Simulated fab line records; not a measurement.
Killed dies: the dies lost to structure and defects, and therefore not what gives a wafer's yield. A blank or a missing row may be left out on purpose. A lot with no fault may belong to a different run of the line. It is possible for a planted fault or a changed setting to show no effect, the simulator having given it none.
Which tool did it? / flow n5Finfet / 11 lots with 33 wafers sampled at 4 steps, on a route of 1938 steps

WHAT EACH GAUGE READ, for each wafer
N5_MIM_BOT_LITHO_OVL_MEAS_11.
lot=L566; measured=day 11 19:26; on=overlay-02; MIM_BOT_OVL (nm)=-3 -16 -8
lot=L567; measured=day 12 10:41; on=overlay-01; MIM_BOT_OVL (nm)=-5 2 0
lot=L571; measured=day 13 00:39; on=overlay-01; MIM_BOT_OVL (nm)=-11 -3 -7
lot=L578; measured=day 14 18:29; on=overlay-01; MIM_BOT_OVL (nm)=-4 5 -9
lot=L576; measured=day 14 20:37; on=overlay-01; MIM_BOT_OVL (nm)=619 614 619
lot=L577; measured=day 15 00:52; on=overlay-01; MIM_BOT_OVL (nm)=620 621 623
lot=L579; measured=day 15 11:50; on=overlay-01; MIM_BOT_OVL (nm)=-8 -1 -4
lot=L582; measured=day 15 20:11; on=overlay-02; MIM_BOT_OVL (nm)=2 2 -4
lot=L583; measured=day 16 06:07; on=overlay-01; MIM_BOT_OVL (nm)=-8 -9 -2
lot=L584; measured=day 16 11:04; on=overlay-01; MIM_BOT_OVL (nm)=-7 3 -9
lot=L589; measured=day 18 09:58; on=overlay-01; MIM_BOT_OVL (nm)=-12 -6 -9

EACH LOT AND THE TOOL THAT RAN IT (in order: tool; ch and the chambers of the sampled wafers; start)
lot=L566; N5_MIM_TOP_ALD_02=aldHk-02 ch 0,2, day 11 18:55 or earlier; N5_MIM_TOP_ETCH_PECVD_03=pecvd-03 ch 1,2, day 11 18:55; N5_MIM_BOT_LITHO_EXPOSE_05=krfScanner-01 ch 0, day 11 19:14
lot=L567; N5_MIM_TOP_ALD_02=aldHk-03 ch 0,1,3, day 12 10:10 or earlier; N5_MIM_TOP_ETCH_PECVD_03=pecvd-01 ch 0,1, day 12 10:10; N5_MIM_BOT_LITHO_EXPOSE_05=krfScanner-02 ch 0, day 12 10:29
lot=L571; N5_MIM_TOP_ALD_02=aldHk-03 ch 2,3, day 13 00:08 or earlier; N5_MIM_TOP_ETCH_PECVD_03=pecvd-02 ch 0,1, day 13 00:08; N5_MIM_BOT_LITHO_EXPOSE_05=krfScanner-02 ch 0, day 13 00:27
lot=L578; N5_MIM_TOP_ALD_02=aldHk-01 ch 1,2,3, day 14 18:06 or earlier; N5_MIM_TOP_ETCH_PECVD_03=pecvd-03 ch 0,1,2, day 14 18:06; N5_MIM_BOT_LITHO_EXPOSE_05=krfScanner-01 ch 0, day 14 18:17
lot=L576; N5_MIM_TOP_ALD_02=aldHk-03 ch 1,3, day 14 20:04 or earlier; N5_MIM_TOP_ETCH_PECVD_03=pecvd-03 ch 1,2, day 14 20:04; N5_MIM_BOT_LITHO_EXPOSE_05=krfScanner-02 ch 0, day 14 20:24
lot=L577; N5_MIM_TOP_ALD_02=aldHk-03 ch 0,2,3, day 15 00:28 or earlier; N5_MIM_TOP_ETCH_PECVD_03=pecvd-01 ch 1,2, day 15 00:28; N5_MIM_BOT_LITHO_EXPOSE_05=krfScanner-02 ch 0, day 15 00:40
lot=L579; N5_MIM_TOP_ALD_02=aldHk-01 ch 0,2, day 15 11:20 or earlier; N5_MIM_TOP_ETCH_PECVD_03=pecvd-03 ch 0,1, day 15 11:20; N5_MIM_BOT_LITHO_EXPOSE_05=krfScanner-01 ch 0, day 15 11:38
lot=L582; N5_MIM_TOP_ALD_02=aldHk-02 ch 2,3, day 15 19:40 or earlier; N5_MIM_TOP_ETCH_PECVD_03=pecvd-03 ch 0,2, day 15 19:40; N5_MIM_BOT_LITHO_EXPOSE_05=krfScanner-01 ch 0, day 15 19:58
lot=L583; N5_MIM_TOP_ALD_02=aldHk-03 ch 0,1,3, day 16 05:44 or earlier; N5_MIM_TOP_ETCH_PECVD_03=pecvd-02 ch 0,1,2, day 16 05:44; N5_MIM_BOT_LITHO_EXPOSE_05=krfScanner-01 ch 0, day 16 05:55
lot=L584; N5_MIM_TOP_ALD_02=aldHk-01 ch 0,1, day 16 10:41 or earlier; N5_MIM_TOP_ETCH_PECVD_03=pecvd-03 ch 0,2, day 16 10:41; N5_MIM_BOT_LITHO_EXPOSE_05=krfScanner-01 ch 0, day 16 10:52
lot=L589; N5_MIM_TOP_ALD_02=aldHk-03 ch 0,2,3, day 18 09:34 or earlier; N5_MIM_TOP_ETCH_PECVD_03=pecvd-01 ch 0,2, day 18 09:34; N5_MIM_BOT_LITHO_EXPOSE_05=krfScanner-01 ch 0, day 18 09:45
- N5_MIM_TOP_ALD_02: deposits Al2O3, purge time 3 s, co reactant pulse time 3 s.
- N5_MIM_TOP_ETCH_PECVD_03: deposits SiNx from SiH4/NH3/N2, target thk 20 nm, time 17.6 s.
- N5_MIM_BOT_LITHO_EXPOSE_05: exposes mask MIM BOT.

THE ANSWER, worked out from the rows above alone
Rule: usual is defined by the lots themselves. Put in order of their means at a reading, lots are off if they are a third of the lots or fewer, leave a main group of 4 or more, and stand apart from it by a gap of 3 or more times the standard deviation of the main group's means; of several such gaps the widest counts. A main group is skipped when, at the precision printed for the reading in the tables above, its means are all equal. Also off: a lot with no number at a reading for which 4 or more lots have one. Where the step has rows for the other lots, those lots are counted as sound.
Off: L576, L577, at N5_MIM_BOT_LITHO_OVL_MEAS_11 (MIM_BOT_OVL). The main group: mean -5 nm, standard deviation 3.1.
If a tool, at a process step before that reading, ran all the lots that are off and no sound lot after the first of them, it fits. The gauges at N5_MIM_BOT_LITHO_OVL_MEAS_11 are tried like those tools. With no start given for some of its lots, N5_MIM_TOP_ALD_02 uses the hours and lot order of N5_MIM_TOP_ETCH_PECVD_03. One candidate fits, namely krfScanner-02 at N5_MIM_BOT_LITHO_EXPOSE_05. A fault onset in the window from L571 (day 13 00:27, its last sound lot) to L576 (day 14 20:24, its first lot off) fits.

WHAT THE SIMULATOR PUT IN
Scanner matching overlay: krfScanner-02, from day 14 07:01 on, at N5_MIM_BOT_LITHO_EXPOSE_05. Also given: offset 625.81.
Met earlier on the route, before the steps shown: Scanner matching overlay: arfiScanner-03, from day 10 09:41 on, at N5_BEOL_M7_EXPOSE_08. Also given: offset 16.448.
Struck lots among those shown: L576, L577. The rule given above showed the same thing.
